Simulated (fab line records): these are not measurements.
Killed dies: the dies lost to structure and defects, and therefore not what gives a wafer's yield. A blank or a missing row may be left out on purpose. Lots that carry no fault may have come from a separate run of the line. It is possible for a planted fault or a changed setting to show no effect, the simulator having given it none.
Chamber matching -- flow n5Finfet -- 4 sister chambers for N5_BEOL_M5_ETCH_72 on rieDiel-03
The step etches underlayer in N2/H2, target depth 6.5 nm, time 5.2 s. 4 wafers are shown with their chamber, then 12 later ones without.

EACH WAFER AND ITS CHAMBER
wafer,chamber,drypumpMotorCurrentA (A)
L095.5,3,6.2
L091.1,2,5.9
L091.2,0,6.0
L091.3,1,5.2

WAFERS MISSING THEIR CHAMBER
wafer,drypumpMotorCurrentA (A)
L092.1,6.1
L092.2,5.2
L092.5,6.2
L094.1,5.2
L094.5,5.2
L094.6,6.0
L089.1,5.2
L089.2,6.2
L089.3,6.0
L082.1,5.8
L082.3,6.2
L082.6,6.2

EACH ONE'S CHAMBER
wafer,from the rows above,in truth
L092.1,can't be placed: 0 or 3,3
L092.2,1,1
L092.5,3,3
L094.1,1,1
L094.5,1,1
L094.6,0,0
L089.1,1,1
L089.2,3,3
L089.3,0,0
L082.1,2,2
L082.3,3,3
L082.6,3,3
Correct placement for 11 of the 12. These rows do not allow placing 1 (true chamber among the candidates in 1). Wrongly placed: 0.
How it was worked out, from the rows above alone: a wafer's distance from a chamber is the root of the sum, over the readings, of the square of ((its reading less the chamber's mean) divided by the reading's scatter). The wafer belongs to the nearest chamber; if the next one is less than 2 further off, it can't be placed. For every chamber, the mean is computed from those of its wafers that are shown. The scatter: root of mean squared gap, hidden wafer to nearest shown wafer, with one shown wafer a chamber.
